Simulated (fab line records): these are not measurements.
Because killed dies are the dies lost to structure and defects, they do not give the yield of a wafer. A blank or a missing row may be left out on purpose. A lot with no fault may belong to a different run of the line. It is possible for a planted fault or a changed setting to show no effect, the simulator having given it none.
Matching of chambers | flow nand-harc | NHARC_A_CHANNEL_HOLE_D1_DEP_01 on pecvd-02: 3 sister chambers
The step deposits SiON, target thk 140 nm. 6 wafers are shown with their chamber, then 12 later ones without.

## WAFERS PAIRED WITH THEIR CHAMBERS
wafer  | chamber | heater-power-w (W)
L087.2 | 1       | 711
L087.6 | 0       | 653
L089.3 | 1       | 630
L090.3 | 2       | 797
L090.4 | 2       | 823
L090.5 | 0       | 609

## WAFERS WHOSE CHAMBER IS MISSING
wafer  | heater-power-w (W)
L092.1 | 664
L092.3 | 713
L092.6 | 707
L093.3 | 676
L093.4 | 800
L093.5 | 666
L094.1 | 726
L094.2 | 709
L094.5 | 741
L095.2 | 735
L095.3 | 612
L095.5 | 662

## THE CHAMBER EACH PASSED THROUGH
wafer  | from the rows above          | in truth
L092.1 | can't be placed: 1 or 0      | 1
L092.3 | can't be placed: 1 or 0 or 2 | 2
L092.6 | can't be placed: 1 or 0 or 2 | 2
L093.3 | can't be placed: 1 or 0      | 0
L093.4 | 2                            | 2
L093.5 | can't be placed: 1 or 0      | 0
L094.1 | can't be placed: 1 or 2 or 0 | 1
L094.2 | can't be placed: 1 or 0 or 2 | 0
L094.5 | can't be placed: 2 or 1 or 0 | 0
L095.2 | can't be placed: 1 or 2 or 0 | 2
L095.3 | can't be placed: 0 or 1      | 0
L095.5 | can't be placed: 1 or 0      | 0
Correctly placed: 1 of 12. Cannot be placed on the basis of these rows: 11; the candidates contain the true chamber in 11. Number placed wrongly: 0.
How it was worked out, from the rows above alone: a wafer's distance from a chamber is the root of the sum, over the readings, of the square of ((its reading less the chamber's mean) divided by the reading's scatter). The wafer belongs to the nearest chamber; if the next one is less than 2 further off, it can't be placed. For every chamber, the mean is computed from those of its wafers that are shown. The scatter: take each reading less its chamber's mean, square it, sum over the shown wafers, divide by the number of wafers less the number of chambers, and take the root.
